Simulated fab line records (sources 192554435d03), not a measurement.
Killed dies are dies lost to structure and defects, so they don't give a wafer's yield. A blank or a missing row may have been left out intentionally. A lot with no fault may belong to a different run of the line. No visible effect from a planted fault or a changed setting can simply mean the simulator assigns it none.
Split-lot study :: flow n5Finfet :: route with 1938 steps; 7 lots, 39 wafers read

## SPLIT DETAILS
At N5_BEOL_M9_ILD_DEP_00 (deposits SiCOH lowk from DEMS/porogen, target thk 308.51 nm, time 58 s), the setting targetThkA was moved away from the recipe's 3085.1 angstrom on 12 of the 39 wafers read, by -50.5% to -20.7%. All remaining wafers had this setting at the recipe value.

## FROM THE SPLIT TO THE READING: what the file shows between them, 1 step
- N5_BEOL_M9_CURE_71: cures SiCOH lowk, time 240 s

## THE READING
M9_ILD_THK (nm), taken at N5_BEOL_M9_THK_MEAS_01. Typical for fault-free wafers on this fab line: 268 nm, with standard deviation 3.3 nm.

wafer: L076.1
tool, chamber at the split: pecvd-02, 0
targetThkA as run, angstrom: 3085.1
against the recipe: recipe
M9_ILD_THK, nm: 267
against lot-mates on the recipe: -

wafer: L076.2
tool, chamber at the split: pecvd-02, 1
targetThkA as run, angstrom: 3085.1
against the recipe: recipe
M9_ILD_THK, nm: 261
against lot-mates on the recipe: -

wafer: L076.3
tool, chamber at the split: pecvd-02, 2
targetThkA as run, angstrom: 3085.1
against the recipe: recipe
M9_ILD_THK, nm: 261
against lot-mates on the recipe: -

wafer: L076.4
tool, chamber at the split: pecvd-02, 0
targetThkA as run, angstrom: 3085.1
against the recipe: recipe
M9_ILD_THK, nm: 270
against lot-mates on the recipe: -

wafer: L076.5
tool, chamber at the split: pecvd-02, 2
targetThkA as run, angstrom: 3085.1
against the recipe: recipe
M9_ILD_THK, nm: 271
against lot-mates on the recipe: -

wafer: L076.6
tool, chamber at the split: pecvd-02, 1
targetThkA as run, angstrom: 3085.1
against the recipe: recipe
M9_ILD_THK, nm: 269
against lot-mates on the recipe: -

wafer: L077.1
tool, chamber at the split: pecvd-04, 2
targetThkA as run, angstrom: 3085.1
against the recipe: recipe
M9_ILD_THK, nm: 266
against lot-mates on the recipe: -

wafer: L077.2
tool, chamber at the split: pecvd-04, 1
targetThkA as run, angstrom: 3085.1
against the recipe: recipe
M9_ILD_THK, nm: 266
against lot-mates on the recipe: -

wafer: L077.3
tool, chamber at the split: pecvd-04, 0
targetThkA as run, angstrom: 3085.1
against the recipe: recipe
M9_ILD_THK, nm: 262
against lot-mates on the recipe: -

wafer: L077.4
tool, chamber at the split: pecvd-04, 1
targetThkA as run, angstrom: 3085.1
against the recipe: recipe
M9_ILD_THK, nm: 269
against lot-mates on the recipe: -

wafer: L077.5
tool, chamber at the split: pecvd-04, 2
targetThkA as run, angstrom: 3085.1
against the recipe: recipe
M9_ILD_THK, nm: 270
against lot-mates on the recipe: -

wafer: L077.6
tool, chamber at the split: pecvd-04, 0
targetThkA as run, angstrom: 3085.1
against the recipe: recipe
M9_ILD_THK, nm: 268
against lot-mates on the recipe: -

wafer: L078.1
tool, chamber at the split: pecvd-02, 2
targetThkA as run, angstrom: 3085.1
against the recipe: recipe
M9_ILD_THK, nm: 264
against lot-mates on the recipe: -

wafer: L078.2
tool, chamber at the split: pecvd-02, 0
targetThkA as run, angstrom: 2447
against the recipe: -20.7%
M9_ILD_THK, nm: 206
against lot-mates on the recipe: -61

wafer: L078.3
tool, chamber at the split: pecvd-02, 1
targetThkA as run, angstrom: 2447
against the recipe: -20.7%
M9_ILD_THK, nm: 203
against lot-mates on the recipe: -64

wafer: L078.4
tool, chamber at the split: pecvd-02, 2
targetThkA as run, angstrom: 2447
against the recipe: -20.7%
M9_ILD_THK, nm: 211
against lot-mates on the recipe: -56

wafer: L078.5
tool, chamber at the split: pecvd-02, 1
targetThkA as run, angstrom: 3085.1
against the recipe: recipe
M9_ILD_THK, nm: 266
against lot-mates on the recipe: -

wafer: L078.6
tool, chamber at the split: pecvd-02, 0
targetThkA as run, angstrom: 3085.1
against the recipe: recipe
M9_ILD_THK, nm: 271
against lot-mates on the recipe: -

wafer: L092.1
tool, chamber at the split: pecvd-03, 1
targetThkA as run, angstrom: 3085.1
against the recipe: recipe
M9_ILD_THK, nm: 265
against lot-mates on the recipe: -

wafer: L092.2
tool, chamber at the split: pecvd-03, 0
targetThkA as run, angstrom: 1528
against the recipe: -50.5%
M9_ILD_THK, nm: 131
against lot-mates on the recipe: -137

wafer: L092.3
tool, chamber at the split: pecvd-03, 2
targetThkA as run, angstrom: 3085.1
against the recipe: recipe
M9_ILD_THK, nm: 268
against lot-mates on the recipe: -

wafer: L092.4
tool, chamber at the split: pecvd-03, 2
targetThkA as run, angstrom: 1528
against the recipe: -50.5%
M9_ILD_THK, nm: 134
against lot-mates on the recipe: -134

wafer: L092.5
tool, chamber at the split: pecvd-03, 1
targetThkA as run, angstrom: 1528
against the recipe: -50.5%
M9_ILD_THK, nm: 133
against lot-mates on the recipe: -135

wafer: L092.6
tool, chamber at the split: pecvd-03, 0
targetThkA as run, angstrom: 3085.1
against the recipe: recipe
M9_ILD_THK, nm: 271
against lot-mates on the recipe: -

wafer: L086.1
tool, chamber at the split: pecvd-03, 1
targetThkA as run, angstrom: 3085.1
against the recipe: recipe
M9_ILD_THK, nm: 267
against lot-mates on the recipe: -

wafer: L086.2
tool, chamber at the split: pecvd-03, 2
targetThkA as run, angstrom: 1720
against the recipe: -44.2%
M9_ILD_THK, nm: 147
against lot-mates on the recipe: -121

wafer: L086.3
tool, chamber at the split: pecvd-03, 0
targetThkA as run, angstrom: 1720
against the recipe: -44.2%
M9_ILD_THK, nm: 145
against lot-mates on the recipe: -123

wafer: L086.4
tool, chamber at the split: pecvd-03, 2
targetThkA as run, angstrom: 1720
against the recipe: -44.2%
M9_ILD_THK, nm: 149
against lot-mates on the recipe: -119

wafer: L086.5
tool, chamber at the split: pecvd-03, 1
targetThkA as run, angstrom: 3085.1
against the recipe: recipe
M9_ILD_THK, nm: 271
against lot-mates on the recipe: -

wafer: L086.6
tool, chamber at the split: pecvd-03, 0
targetThkA as run, angstrom: 3085.1
against the recipe: recipe
M9_ILD_THK, nm: 267
against lot-mates on the recipe: -

wafer: L090.1
tool, chamber at the split: pecvd-02, 2
targetThkA as run, angstrom: 1622
against the recipe: -47.4%
M9_ILD_THK, nm: 135
against lot-mates on the recipe: -127

wafer: L090.2
tool, chamber at the split: pecvd-02, 0
targetThkA as run, angstrom: 3085.1
against the recipe: recipe
M9_ILD_THK, nm: 262
against lot-mates on the recipe: -

wafer: L090.3
tool, chamber at the split: pecvd-02, 1
targetThkA as run, angstrom: 3085.1
against the recipe: recipe
M9_ILD_THK, nm: 263
against lot-mates on the recipe: -

wafer: L090.4
tool, chamber at the split: pecvd-02, 2
targetThkA as run, angstrom: 3085.1
against the recipe: recipe
M9_ILD_THK, nm: 262
against lot-mates on the recipe: -

wafer: L090.5
tool, chamber at the split: pecvd-02, 0
targetThkA as run, angstrom: 1622
against the recipe: -47.4%
M9_ILD_THK, nm: 135
against lot-mates on the recipe: -127

wafer: L090.6
tool, chamber at the split: pecvd-02, 1
targetThkA as run, angstrom: 1622
against the recipe: -47.4%
M9_ILD_THK, nm: 135
against lot-mates on the recipe: -127

wafer: L094.1
tool, chamber at the split: pecvd-04, 0
targetThkA as run, angstrom: 3085.1
against the recipe: recipe
M9_ILD_THK, nm: 265
against lot-mates on the recipe: -

wafer: L094.2
tool, chamber at the split: pecvd-04, 1
targetThkA as run, angstrom: 3085.1
against the recipe: recipe
M9_ILD_THK, nm: 267
against lot-mates on the recipe: -

wafer: L094.6
tool, chamber at the split: pecvd-04, 1
targetThkA as run, angstrom: 3085.1
against the recipe: recipe
M9_ILD_THK, nm: 269
against lot-mates on the recipe: -

THE FIT
A straight line over all 39 wafers: M9_ILD_THK changes by +2.71 nm for each +1% of targetThkA; r = +1.00; the points scatter about the line by 3.3 nm.
The same after taking each lot's own level away (the mean of its wafers on the recipe; 39 wafers): +2.71 nm for each +1%; r = +1.00; scatter 2.9 nm.
On that fit, the largest move of targetThkA shifts the reading by 1.4e+02 nm.
The lots' own levels span 262.3 to 268.3 nm, that is 1.8 times the standard deviation above.
Hence the lot-to-lot level has little effect on the slope; both slopes agree.
Check: -137 nm against its lot-mates is what the line predicts for one of the wafers moved furthest among these (-50.5%) when that wafer is left out of the fit. It came out at -137 nm against them.

## OTHER SPLITS ON THESE WAFERS
Before the reading, these wafers also passed through other splits. Each is held against what the fit with the lots' levels taken away leaves over:
other split on the same wafers: N5_BEOL_M1_TRENCH_ETCH_37 timeS
wafers away from the commonest value: 12
r with M9_ILD_THK (lot level and that fit taken away): -0.18

other split on the same wafers: N5_BEOL_M5_ILD_DEP_00 timeS
wafers away from the commonest value: 6
r with M9_ILD_THK (lot level and that fit taken away): +0.26

other split on the same wafers: N5_BEOL_M7_ILD_DEP_00 targetThkA
wafers away from the commonest value: 18
r with M9_ILD_THK (lot level and that fit taken away): +0.00

## THE WHOLE CHAIN: every reading that the file lists as answering this split, in the file's order
step: N5_BEOL_M9_ILD_DEP_00
what it does: deposits SiCOH lowk from DEMS/porogen, target thk 308.51 nm, time 58 s
reading: SiCOH_lowk_of_BEOL_M9_ILD_DEP_00.thkNm (the simulator's own value, which no gauge read)
change (the file's fit): +3.1 nm for each +1% of the setting
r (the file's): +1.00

step: N5_BEOL_M9_CURE_71
what it does: cures SiCOH lowk, time 240 s
reading: SiCOH_lowk_of_BEOL_M9_ILD_DEP_00.thkNm (the simulator's own value, which no gauge read)
change (the file's fit): +2.71 nm for each +1% of the setting
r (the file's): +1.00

step: N5_BEOL_M9_THK_MEAS_01
what it does: 
reading: M9_ILD_THK
change (the file's fit): +2.71 for each +1% of the setting
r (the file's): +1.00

## FILE'S OWN FIT
M9_ILD_THK changes by +2.71 nm for each +1% of targetThkA, r = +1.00.
